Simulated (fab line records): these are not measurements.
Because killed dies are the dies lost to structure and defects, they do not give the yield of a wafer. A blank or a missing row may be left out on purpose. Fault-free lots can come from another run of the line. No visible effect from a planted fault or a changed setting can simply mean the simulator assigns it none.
A lot that was struck, set against a sound lot | flow nand harc | 19 out of 1159 route steps
Sound: wafers L830.1, L830.2, L830.3. The struck wafers were L829.1, L829.3, L829.4. The cause comes at the end.
At each step with rows: each side's tool, then ch and its chambers, then its first start. Under that, the readings that differ: sound wafers | struck wafers | difference of the means | sigmas: that difference in standard deviations of wafers without a fault.
alike: words and numbers the same on both sides, and readings whose means are apart by under 2 such deviations; not compared: readings that were withheld, readings missing a value for some wafer, numbers with overlapping values and no deviation given by the record, and bounds like >300 which may hide the same value.
The two part at a step that has a row with sigmas, a row that says differs or no value, or rows on one side only. Numbers that have no deviation but don't overlap get no sigmas and don't part them. Lack of a reading on every wafer of one side parts them only where that side has two or more wafers.

NHARC_A_ONON_D1_INSPECT_32:
  sound: defect inspect-02 at day 10 17:53; struck: defect inspect-02 at day 9 19:44
  alike: raw defect count
NHARC_A_CHANNEL_HOLE_D1_DEP_00: deposits aC, target thk 3100 nm.
  sound on acl dep-02 ch 0, day 10 21:04; struck on acl dep-02 ch 0, day 9 20:14
  alike: throttle valve pct
NHARC_A_CHANNEL_HOLE_D1_DEP_01: deposits SiON, target thk 140 nm.
  sound on pecvd-03 ch 0,1,2, day 10 22:59; struck on pecvd-04 ch 0,1, day 9 22:10
  alike: chamber pressure Torr, heater power outer w, heater power w
then, 9 steps without rows for these wafers: NHARC_A_CHANNEL_HOLE_D1_DEHYDRATE_02 (time 120 s); NHARC_A_CHANNEL_HOLE_D1_HMDS_03 (time 30 s); NHARC_A_CHANNEL_HOLE_D1_COAT_36 (time 75 s); NHARC_A_CHANNEL_HOLE_D1_COAT_37 (time 65 s); NHARC_A_CHANNEL_HOLE_D1_COAT_04 (resist thk 90 nm); NHARC_A_CHANNEL_HOLE_D1_SOFTBAKE_05 (time 55 s); NHARC_A_CHANNEL_HOLE_D1_EBR_06; NHARC_A_CHANNEL_HOLE_D1_EXPOSE_07 (exposes mask HOLE D1, target cd 100 nm); NHARC_A_CHANNEL_HOLE_D1_PEB_08 (peb time 65 s).
NHARC_A_CHANNEL_HOLE_D1_DEVELOP_09: develop time 35 s.
  sound on litho track-04 ch 0, day 10 23:00; struck on litho track-01 ch 0, day 9 22:00
  alike: resist line temp C
NHARC_A_CHANNEL_HOLE_D1_CD_MEAS_10 targets a cd of 100 nm.
  sound on cd sem-02 ch 0, day 10 23:42; struck on cd sem-03 ch 0, day 9 22:45
  alike: cd nm
NHARC_A_CHANNEL_HOLE_D1_OVL_MEAS_11:
  sound: overlay-01 at day 10 23:47; struck: overlay-01 at day 9 22:50
  alike: overlay x nm, overlay y nm
NHARC_A_CHANNEL_HOLE_D1_INSPECT_12:
  sound: defect inspect-01 at day 10 23:50; struck: defect inspect-01 at day 9 22:53
  alike: raw defect count
NHARC_A_CHANNEL_HOLE_D1_DESCUM_15: chemistry O2, time 3 s.
  sound on rie diel-13 ch 0,2,3, day 10 23:53; struck on rie diel-13 ch 1,2,3, day 9 22:56
  reading                            | sound             | struck            | difference | sigmas
  model.A_CHANNEL_HOLE_D1.cd nm (nm) | 99.18 98.99 100.5 | 98.84 98.17 98.41 | -1.08      |
  alike: drypump motor current A, oes product au, rf vpp V, showerhead plenum p Torr, throttle valve pct
  not compared: rf hours counter h
NHARC_A_CHANNEL_HOLE_D1_ETCH_38: etches the open film in CF4, target depth 39 nm, time 65 s.
  sound on rie diel-13 ch 0,2,3, day 10 23:59; struck on rie diel-13 ch 0,1,3, day 9 23:02
  alike: drypump motor current A, oes product au, rf vpp V, showerhead plenum p Torr, throttle valve pct
  not compared: rf hours counter h
-- break in the record here, with 11 days between the starts of the struck wafers on either side (left off in module A_CHANNEL_HOLE_D1, picked up again in module END, where the first step shown is number 1159 on the route) --
NHARC_END_SORT_01:
  the record has rows for the struck wafers here (prober-02 ch 0, day 20 19:32) and none for the sound ones

WHERE THEY PART
NHARC_END_SORT_01 only, going by this record.

WHY: the cause the simulator had injected
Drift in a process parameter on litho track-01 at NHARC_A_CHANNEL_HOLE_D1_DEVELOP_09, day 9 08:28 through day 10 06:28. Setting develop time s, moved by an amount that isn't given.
